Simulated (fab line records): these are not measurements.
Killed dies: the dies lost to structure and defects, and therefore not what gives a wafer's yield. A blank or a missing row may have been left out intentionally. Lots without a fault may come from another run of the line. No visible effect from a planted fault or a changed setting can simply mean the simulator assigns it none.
Chamber matching ; flow nand harc ; 4 sister chambers for NHARC_A_SGD_CUT_ETCH_58 on rie diel-10
The step etches the open film in CF4, target depth 39 nm, time 65 s. 20 wafers are shown with their chamber, then 10 later ones without.

== EACH WAFER AND ITS CHAMBER ==
wafer;chamber;showerhead plenum p Torr (Torr);drypump motor current A (A);oes product au (a.u.)
L079.4;2;1.74;5.54;0.995
L079.5;3;1.72;5.76;1.003
L079.6;2;1.74;5.54;0.997
L080.3;3;1.72;5.75;1.002
L080.4;2;1.74;5.57;1.000
L080.6;3;1.72;5.74;1.007
L083.1;0;1.81;5.30;1.013
L083.3;2;1.74;5.59;1.002
L083.6;2;1.74;5.57;1.000
L085.1;3;1.71;5.74;0.994
L085.4;0;1.81;5.28;1.014
L085.5;0;1.81;5.26;1.018
L085.2;2;1.74;5.58;0.999
L085.3;1;1.69;5.09;1.019
L085.6;3;1.71;5.75;0.994
L087.3;1;1.69;5.07;1.011
L087.4;2;1.74;5.58;0.990
L087.6;3;1.71;5.76;1.005
L088.4;0;1.81;5.28;1.009
L088.5;2;1.74;5.55;0.995

SIGNATURES (averages over the wafers above)
reading;chamber 0;chamber 1;chamber 2;chamber 3;scatter within a chamber
showerhead plenum p Torr;1.8100;1.6900;1.7400;1.7150;0.00306
drypump motor current A;5.2800;5.0800;5.5650;5.7500;0.0158
oes product au;1.01350;1.01500;0.99725;1.00083;0.00455
Rule: distance of a wafer from a chamber = root of the sum over the readings of ((wafer's reading minus chamber's mean) / reading's scatter) squared. The wafer belongs to the nearest chamber; if the next one is less than 2 further off, it can't be placed. How the scatter is found: for the shown wafers, subtract from each reading the mean of its chamber, square and add these, divide the total by (wafers less chambers), then take the root.

== WAFERS WITHOUT THEIR CHAMBER ==
wafer;showerhead plenum p Torr (Torr);drypump motor current A (A);oes product au (a.u.)
L088.6;1.69;5.08;1.015
L089.1;1.69;5.06;1.008
L089.2;1.71;5.76;1.006
L089.4;1.74;5.55;1.000
L089.3;1.81;5.27;1.000
L089.5;1.74;5.56;0.994
L089.6;1.71;5.74;1.008
L096.1;1.73;5.56;1.015
L096.2;1.69;5.09;1.005
L096.5;1.69;5.08;1.014

== CHAMBER TAKEN BY EACH ==
wafer;from the rows above;in truth
L088.6;1;1
L089.1;1;1
L089.2;3;3
L089.4;2;2
L089.3;0;0
L089.5;2;2
L089.6;3;3
L096.1;2;2
L096.2;1;1
L096.5;1;1
Correct placement for 10 of the 10. From these rows, 0 cannot be placed. Wrongly placed: 0.
